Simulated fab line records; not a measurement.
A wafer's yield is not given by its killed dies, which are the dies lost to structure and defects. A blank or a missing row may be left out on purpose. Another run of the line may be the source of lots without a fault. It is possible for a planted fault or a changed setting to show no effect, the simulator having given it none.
Which tool was responsible? | flow n5Finfet | 14 lots, 42 wafers sampled, at 5 steps of a route of 1938

== WHAT EACH GAUGE READ, for each wafer ==
N5_PMOS_HMC_CHANNEL_EPI_OVL_MEAS_10. Usual: PMOS_HMC_BLK_OVL gives 0.2 nm (standard deviation 0.79).
lot  | measured    | on         | PMOS_HMC_BLK_OVL (nm) | flag
L204 | day 1 18:01 | overlay-01 | -1.0 -0.6 -0.6        | 
L205 | day 1 22:56 | overlay-01 | -0.3 0.0 -1.2         | 
L207 | day 2 11:22 | overlay-01 | -0.3 1.8 1.0          | 
L209 | day 2 23:41 | overlay-01 | -0.5 -0.5 0.2         | 
L211 | day 3 11:50 | overlay-01 | 0.9 -0.4 0.7          | 
L218 | day 5 06:44 | overlay-01 | 0.3 -1.0 0.3          | 
L219 | day 5 12:05 | overlay-01 | 0.0 -0.3 -0.6         | 
L220 | day 5 17:32 | overlay-01 | 0.5 -0.3 -0.4         | 
L221 | day 5 23:07 | overlay-01 | 0.4 0.5 0.8           | 
L222 | day 6 05:23 | overlay-02 | -1.4 -0.9 -0.9        | 
L223 | day 6 11:22 | overlay-01 | 0.6 0.5 -0.1          | 
L225 | day 7 00:17 | overlay-01 | 1.5 0.6 -0.1          | 
L226 | day 7 05:09 | overlay-01 | 1.1 -0.8 0.8          | 
L227 | day 7 11:28 | overlay-02 | 1.5 1.9 2.3           | 

N5_FIN_SAQP_THK_MEAS_05. Usual: thkNm reads 38.1 nm (standard deviation 0.43).
lot  | measured    | on           | thkNm (nm)     | flag
L204 | day 1 21:48 | filmMetro-02 | 37.9 37.4 37.7 | 
L205 | day 2 02:47 | filmMetro-01 | 37.4 37.9 37.7 | 
L207 | day 2 15:05 | filmMetro-02 | 37.9 37.9 38.1 | 
L209 | day 3 03:28 | filmMetro-02 | 38.8 38.0 38.8 | 
L211 | day 3 15:22 | filmMetro-01 | 37.9 38.7 38.6 | 
L218 | day 5 13:21 | filmMetro-02 | 37.8 38.3 14.5 | OFF
L219 | day 5 17:25 | filmMetro-01 | 38.0 38.8 38.9 | 
L220 | day 5 22:48 | filmMetro-01 | 37.7 14.1 38.2 | OFF
L221 | day 6 03:00 | filmMetro-01 | 38.2 38.3 38.7 | 
L222 | day 6 08:48 | filmMetro-01 | 38.1 38.5 38.6 | 
L223 | day 6 17:19 | filmMetro-01 | 38.1 38.9 38.5 | 
L225 | day 7 04:55 | filmMetro-01 | 38.2 38.7 38.5 | 
L226 | day 7 08:35 | filmMetro-01 | 37.7 38.5 38.3 | 
L227 | day 7 18:29 | filmMetro-02 | 37.7 38.1 37.5 | 

== TOOL THAT RAN EACH LOT (tool first, then ch and the chambers of the sampled wafers, then the start) ==
lot  | N5_WELL_APT_EPI_41            | N5_PMOS_HMC_CHANNEL_EPI_CMP_21 | N5_FIN_SAQP_HM_DEP_03
L204 | epiRpcvd-04 ch 0, day 1 16:43 | cmp-01 ch 0,2,3, day 1 20:11   | pecvd-02 ch 0,1,2, day 1 21:43
L205 | epiRpcvd-01 ch 0, day 1 21:57 | cmp-01 ch 1,2,3, day 2 01:02   | pecvd-01 ch 0,1,2, day 2 02:42
L207 | epiRpcvd-04 ch 0, day 2 10:11 | cmp-01 ch 0,1,2, day 2 13:23   | pecvd-02 ch 0,1, day 2 15:00
L209 | epiRpcvd-04 ch 0, day 2 22:23 | cmp-02 ch 0,3, day 3 01:43     | pecvd-02 ch 0,1,2, day 3 03:22
L211 | epiRpcvd-01 ch 0, day 3 10:55 | cmp-02 ch 0,1,3, day 3 13:56   | pecvd-03 ch 0,1, day 3 15:17
L218 | epiRpcvd-01 ch 0, day 5 05:09 | cmp-04 ch 0,1, day 5 11:25     | pecvd-02 ch 0,1, day 5 13:16
L219 | epiRpcvd-01 ch 0, day 5 10:53 | cmp-02 ch 0,1,3, day 5 14:26   | pecvd-01 ch 1,2, day 5 17:18
L220 | epiRpcvd-04 ch 0, day 5 16:45 | cmp-02 ch 1,2, day 5 21:14     | pecvd-02 ch 0,2, day 5 22:43
L221 | epiRpcvd-02 ch 0, day 5 21:56 | cmp-02 ch 1,2,3, day 6 01:19   | pecvd-01 ch 0,1, day 6 02:55
L222 | epiRpcvd-02 ch 0, day 6 04:12 | cmp-04 ch 0,3, day 6 07:24     | pecvd-01 ch 0,2, day 6 08:43
L223 | epiRpcvd-02 ch 0, day 6 10:03 | cmp-04 ch 0,1, day 6 15:46     | pecvd-01 ch 0,1,2, day 6 17:14
L225 | epiRpcvd-01 ch 0, day 6 22:57 | cmp-01 ch 0,1,2, day 7 03:23   | pecvd-01 ch 0,1, day 7 04:49
L226 | epiRpcvd-04 ch 0, day 7 04:10 | cmp-04 ch 0,1,2, day 7 07:13   | pecvd-03 ch 0,1, day 7 08:29
L227 | epiRpcvd-01 ch 0, day 7 10:16 | cmp-02 ch 0,1,2, day 7 16:05   | pecvd-03 ch 0,1,2, day 7 18:24
- N5_WELL_APT_EPI_41: deposits Si from SiH4/H2, target thk 50 nm, time 297.7 s.
- N5_PMOS_HMC_CHANNEL_EPI_CMP_21: polishes SiGe30, target thk 54 nm.
- N5_FIN_SAQP_HM_DEP_03: deposits SiNx from SiH4/NH3/N2, target thk 38 nm, time 33.6 s.

== WHAT THE TOOLS THEMSELVES READ (means of the sampled wafers that have a number; where no wafer has one, the mark that the record gives instead) ==
N5_WELL_APT_EPI_41. Usual: lampInnerPct 14.4 %, standard deviation 0.84; throttleValvePct 11.2 %, standard deviation 0.61.
lot  | tool        | lampInnerPct (%) | throttleValvePct (%) | flag
L204 | epiRpcvd-04 | 15.1             | 11.8                 | 
L205 | epiRpcvd-01 | 13.3             | 10.6                 | 
L207 | epiRpcvd-04 | 15.1             | 11.9                 | 
L209 | epiRpcvd-04 | 15.1             | 11.9                 | 
L211 | epiRpcvd-01 | 13.3             | 10.6                 | 
L218 | epiRpcvd-01 | 13.4             | 10.5                 | 
L219 | epiRpcvd-01 | 13.4             | 10.7                 | 
L220 | epiRpcvd-04 | 15.1             | 11.9                 | 
L221 | epiRpcvd-02 | 15.0             | 11.1                 | 
L222 | epiRpcvd-02 | 14.9             | 11.0                 | 
L223 | epiRpcvd-02 | 14.8             | 11.1                 | 
L225 | epiRpcvd-01 | 13.5             | 10.6                 | 
L226 | epiRpcvd-04 | 15.1             | 12.0                 | 
L227 | epiRpcvd-01 | 13.3             | 10.6                 | 

N5_PMOS_HMC_CHANNEL_EPI_CMP_21. Usual: motorCurrentA reads 12.5 A (standard deviation 1.3).
lot  | tool   | motorCurrentA (A) | flag
L204 | cmp-01 | 11.7              | 
L205 | cmp-01 | 11.0              | 
L207 | cmp-01 | 11.7              | 
L209 | cmp-02 | 13.7              | 
L211 | cmp-02 | 12.9              | 
L218 | cmp-04 | 11.6              | 
L219 | cmp-02 | 13.2              | 
L220 | cmp-02 | 13.4              | 
L221 | cmp-02 | 12.7              | 
L222 | cmp-04 | 12.6              | 
L223 | cmp-04 | 11.8              | 
L225 | cmp-01 | 10.9              | 
L226 | cmp-04 | 11.8              | 
L227 | cmp-02 | 13.1              | 

N5_FIN_SAQP_HM_DEP_03. Usual: heaterPowerW 788 W, standard deviation 140; rfFwdPowerW 297.8 W, standard deviation 0.98; showerheadPlenumPTorr 5.16 Torr, standard deviation 0.049; throttleValvePct 39.3 %, standard deviation 2.1.
lot  | tool     | heaterPowerW (W) | rfFwdPowerW (W) | showerheadPlenumPTorr (Torr) | throttleValvePct (%) | flag
L204 | pecvd-02 | 701              | 296.7           | 5.17                         | 38.4                 | 
L205 | pecvd-01 | 787              | 297.6           | 5.13                         | 39.8                 | 
L207 | pecvd-02 | 682              | 297.1           | 5.18                         | 40.6                 | 
L209 | pecvd-02 | 744              | 297.6           | 5.17                         | 38.5                 | 
L211 | pecvd-03 | 736              | 297.8           | 5.19                         | 39.6                 | 
L218 | pecvd-02 | 693              | 296.9           | 5.21                         | 40.2                 | 
L219 | pecvd-01 | 845              | 297.7           | 5.14                         | 40.3                 | 
L220 | pecvd-02 | 719              | 299.0           | 5.22                         | 38.3                 | 
L221 | pecvd-01 | 807              | 297.2           | 5.13                         | 40.6                 | 
L222 | pecvd-01 | 712              | 298.1           | 5.15                         | 39.0                 | 
L223 | pecvd-01 | 810              | 297.6           | 5.14                         | 40.0                 | 
L225 | pecvd-01 | 855              | 298.0           | 5.13                         | 40.7                 | 
L226 | pecvd-03 | 828              | 298.4           | 5.19                         | 39.8                 | 
L227 | pecvd-03 | 875              | 297.7           | 5.16                         | 39.4                 | 

== THE ANSWER, worked out from the rows above alone ==
Rule: lot off if the mean of its wafers having a number is beyond 3 standard deviations from the usual mean. Also off: a lot with no number at a reading for which 4 or more lots have one. Any other lot the step has rows for is counted as sound. The gauges are gone through in route order, then the tools' own readings, and for those a lot's mean is taken as printed above. At the first step where some lot is off, the reading lying furthest off is the one used; lots without a number count as furthest.
Off: L218, L220, at N5_FIN_SAQP_THK_MEAS_05 (thkNm).
If a tool, at a process step before that reading, ran all the lots that are off and no sound lot after the first of them, it fits. Those tools and the gauges at N5_FIN_SAQP_THK_MEAS_05 are tried in the same way. One fits: pecvd-02 at N5_FIN_SAQP_HM_DEP_03. Its last sound lot is L209 (day 3 03:22), its first lot that is off L218 (day 5 13:16): a fault that began between those two fits.

== WHAT THE SIMULATOR HAD INSERTED ==
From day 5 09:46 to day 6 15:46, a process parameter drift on pecvd-02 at N5_FIN_SAQP_HM_DEP_03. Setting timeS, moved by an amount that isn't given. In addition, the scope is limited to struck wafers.
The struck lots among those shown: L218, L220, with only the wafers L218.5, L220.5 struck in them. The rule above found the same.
